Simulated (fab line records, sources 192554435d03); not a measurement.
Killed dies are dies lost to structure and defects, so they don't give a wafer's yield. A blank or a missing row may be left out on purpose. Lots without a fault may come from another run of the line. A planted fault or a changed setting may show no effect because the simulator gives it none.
Which tool did it? | flow n5_finfet | 24 lots, 72 wafers sampled, at 3 steps of a route of 1938

WHAT THE GAUGES READ, wafer by wafer
N5_BEOL_M0_CUTY_OVL_MEAS_58.
lot  | measured     | on         | M0_ABLK_OVL (nm)
L074 | day 5 17:00  | overlay-02 | 1.6 -0.1 0.1
L075 | day 6 04:02  | overlay-01 | -0.9 -0.8 0.7
L076 | day 6 07:40  | overlay-02 | 0.6 0.6 0.4
L077 | day 6 10:43  | overlay-01 | 0.0 1.0 0.9
L078 | day 6 13:55  | overlay-02 | -0.3 1.3 0.5
L079 | day 6 19:21  | overlay-02 | -0.1 -0.7 -0.3
L080 | day 7 07:24  | overlay-02 | -1.5 -1.5 -1.8
L081 | day 7 10:32  | overlay-01 | 0.8 1.8 0.6
L082 | day 7 17:19  | overlay-01 | -0.1 -0.3 0.7
L083 | day 8 06:22  | overlay-01 | -0.3 -0.8 -1.5
L084 | day 8 09:02  | overlay-01 | 0.0 -0.4 0.6
L085 | day 8 12:45  | overlay-02 | 0.4 -1.3 -0.2
L086 | day 9 00:14  | overlay-01 | 0.2 0.9 0.2
L087 | day 9 02:54  | overlay-02 | 0.2 0.8 -0.1
L088 | day 9 12:43  | overlay-01 | -0.2 -0.3 0.4
L089 | day 9 16:24  | overlay-01 | 0.7 -0.6 -1.3
L090 | day 9 23:33  | overlay-02 | 0.4 0.8 0.2
L091 | day 10 03:49 | overlay-01 | 0.9 -0.8 -0.1
L092 | day 10 06:23 | overlay-02 | -0.8 -1.3 -0.6
L093 | day 10 08:37 | overlay-01 | 0.2 0.8 1.8
L094 | day 10 20:19 | overlay-01 | 0.4 0.2 0.6
L095 | day 11 00:30 | overlay-02 | -0.2 0.0 -0.2
L096 | day 11 06:53 | overlay-02 | -0.1 0.3 0.0
L097 | day 11 12:48 | overlay-02 | 0.3 -0.5 -0.4

N5_BEOL_M0_CUTY_INSPECT_59: inspects for defects (macro).
lot  | measured     | on                | raw_defect_count
L074 | day 5 17:01  | defect_inspect-01 | 1 1 0
L075 | day 6 04:04  | defect_inspect-02 | 1 2 3
L076 | day 6 07:41  | defect_inspect-02 | 2 3 2
L077 | day 6 10:44  | defect_inspect-01 | 6 2 5
L078 | day 6 13:57  | defect_inspect-01 | 2 1 2
L079 | day 6 19:22  | defect_inspect-01 | 1 1 3
L080 | day 7 07:25  | defect_inspect-02 | 1 1 0
L081 | day 7 10:33  | defect_inspect-02 | 2 1 2
L082 | day 7 17:20  | defect_inspect-02 | 1 2 3
L083 | day 8 06:24  | defect_inspect-01 | 2 0 0
L084 | day 8 09:03  | defect_inspect-01 | 1 2 2
L085 | day 8 12:47  | defect_inspect-02 | 5 3 2
L086 | day 9 00:16  | defect_inspect-01 | 3 5 4
L087 | day 9 02:55  | defect_inspect-02 | 0 5 0
L088 | day 9 12:44  | defect_inspect-02 | 0 3 4
L089 | day 9 16:26  | defect_inspect-02 | 1 1 3
L090 | day 9 23:34  | defect_inspect-01 | 2 1 1
L091 | day 10 03:50 | defect_inspect-01 | 1 1 1
L092 | day 10 06:24 | defect_inspect-02 | 1 1 1
L093 | day 10 08:38 | defect_inspect-02 | 1 1 3
L094 | day 10 20:20 | defect_inspect-01 | 1 1 3
L095 | day 11 00:31 | defect_inspect-02 | 4 3 1
L096 | day 11 06:55 | defect_inspect-02 | 2 4 1
L097 | day 11 12:49 | defect_inspect-01 | 2 2 1

WHICH TOOL RAN EACH LOT (tool, then ch and the chambers of the sampled wafers, then the start)
lot  | N5_BEOL_M0_SAQP_DESCUM_45
L074 | rie_diel-04 ch 0,2,3, day 5 15:40
L075 | rie_diel-05 ch 0,2,3, day 6 02:42
L076 | rie_diel-05 ch 0,1,3, day 6 06:26
L077 | rie_diel-05 ch 0,1,2, day 6 09:23
L078 | rie_diel-05 ch 0,1,3, day 6 12:27
L079 | rie_diel-04 ch 0,1,3, day 6 17:43
L080 | rie_diel-04 ch 0,1,2, day 7 05:54
L081 | rie_diel-04 ch 1,2, day 7 09:18
L082 | rie_diel-02 ch 0,1, day 7 15:59
L083 | rie_diel-04 ch 1,2,3, day 8 04:47
L084 | rie_diel-02 ch 0,3, day 8 07:49
L085 | rie_diel-02 ch 0,1,3, day 8 11:32
L086 | rie_diel-04 ch 0,2, day 8 22:21
L087 | rie_diel-02 ch 1,2, day 9 01:34
L088 | rie_diel-05 ch 0,1,3, day 9 10:52
L089 | rie_diel-05 ch 0,3, day 9 15:01
L090 | rie_diel-02 ch 0,2,3, day 9 22:20
L091 | rie_diel-05 ch 0,1,2, day 10 02:25
L092 | rie_diel-05 ch 0,3, day 10 04:54
L093 | rie_diel-04 ch 2,3, day 10 07:17
L094 | rie_diel-02 ch 0,1,3, day 10 18:58
L095 | rie_diel-02 ch 0,1,2, day 10 23:07
L096 | rie_diel-05 ch 0,1,2, day 11 04:39
L097 | rie_diel-05 ch 1,3, day 11 11:13
- N5_BEOL_M0_SAQP_DESCUM_45: chemistry O2, time 7 s.

WHAT THE TOOLS THEMSELVES READ (means of the sampled wafers that have a number; where no wafer has one, the mark that the record gives instead)
N5_BEOL_M0_SAQP_DESCUM_45.
lot  | tool        | drypump_motor_current_A (A) | oes_product_au (a.u.) | rf_vpp_V (V) | showerhead_plenum_p_Torr (Torr) | throttle_valve_pct (%)
L074 | rie_diel-04 | 5.6                         | 0.73                  | 242.7        | 2.06                            | 20.44
L075 | rie_diel-05 | 5.9                         | 0.80                  | 242.2        | 2.12                            | 20.41
L076 | rie_diel-05 | 6.2                         | 0.79                  | 242.7        | 2.11                            | 20.47
L077 | rie_diel-05 | 5.9                         | 0.75                  | 243.7        | 2.16                            | 20.42
L078 | rie_diel-05 | 6.2                         | 0.78                  | 242.5        | 2.11                            | 20.47
L079 | rie_diel-04 | 5.2                         | 0.78                  | 241.9        | 2.07                            | 20.38
L080 | rie_diel-04 | 5.5                         | 0.80                  | 243.3        | 2.07                            | 20.50
L081 | rie_diel-04 | 5.5                         | 0.85                  | 245.1        | 2.12                            | 20.49
L082 | rie_diel-02 | 5.9                         | 0.77                  | 242.3        | 2.05                            | 20.74
L083 | rie_diel-04 | 5.6                         | 0.78                  | 243.0        | 2.10                            | 20.47
L084 | rie_diel-02 | 5.8                         | 0.73                  | 242.2        | 2.07                            | 20.47
L085 | rie_diel-02 | 5.9                         | 0.74                  | 242.3        | 2.06                            | 20.54
L086 | rie_diel-04 | 5.5                         | 0.73                  | 241.6        | 2.02                            | 20.52
L087 | rie_diel-02 | 6.1                         | 0.76                  | 243.0        | 2.07                            | 20.75
L088 | rie_diel-05 | 6.2                         | 0.76                  | 243.8        | 2.11                            | 20.51
L089 | rie_diel-05 | 6.1                         | 0.79                  | 242.9        | 2.07                            | 20.51
L090 | rie_diel-02 | 6.0                         | 0.73                  | 242.4        | 2.10                            | 20.48
L091 | rie_diel-05 | 5.9                         | 0.73                  | 244.4        | 2.15                            | 20.46
L092 | rie_diel-05 | 6.1                         | 0.81                  | 243.3        | 2.09                            | 20.54
L093 | rie_diel-04 | 5.6                         | 0.91                  | 241.5        | 2.07                            | 20.15
L094 | rie_diel-02 | 5.9                         | 0.73                  | 242.0        | 2.05                            | 20.57
L095 | rie_diel-02 | 6.0                         | 0.73                  | 243.0        | 2.09                            | 20.70
L096 | rie_diel-05 | 5.9                         | 0.72                  | 243.4        | 2.15                            | 20.46
L097 | rie_diel-05 | 6.2                         | 0.73                  | 242.6        | 2.07                            | 20.51

THE ANSWER, worked out from the rows above alone
Rule: what is usual is taken from the lots themselves. Put in order of their means at a reading, lots are off if they are a third of the lots or fewer, leave a main group of 4 or more, and stand apart from it by a gap of 3 or more times the standard deviation of the main group's means; of several such gaps the widest counts. A main group whose means are all the same, to the digits that the tables above print for the reading, isn't used. A lot without any number at a reading at which 4 lots or more have one is off too. The other lots that the step has rows for count as sound. The gauges are gone through in route order, then the tools' own readings, and for those a lot's mean is taken as printed above. The first step at which some lot is off is used, and at that step the reading that is off furthest; a lot without a number counts as furthest.
No lot is off at any reading shown: from this, nothing can be told.

WHAT THE SIMULATOR HAD PUT IN
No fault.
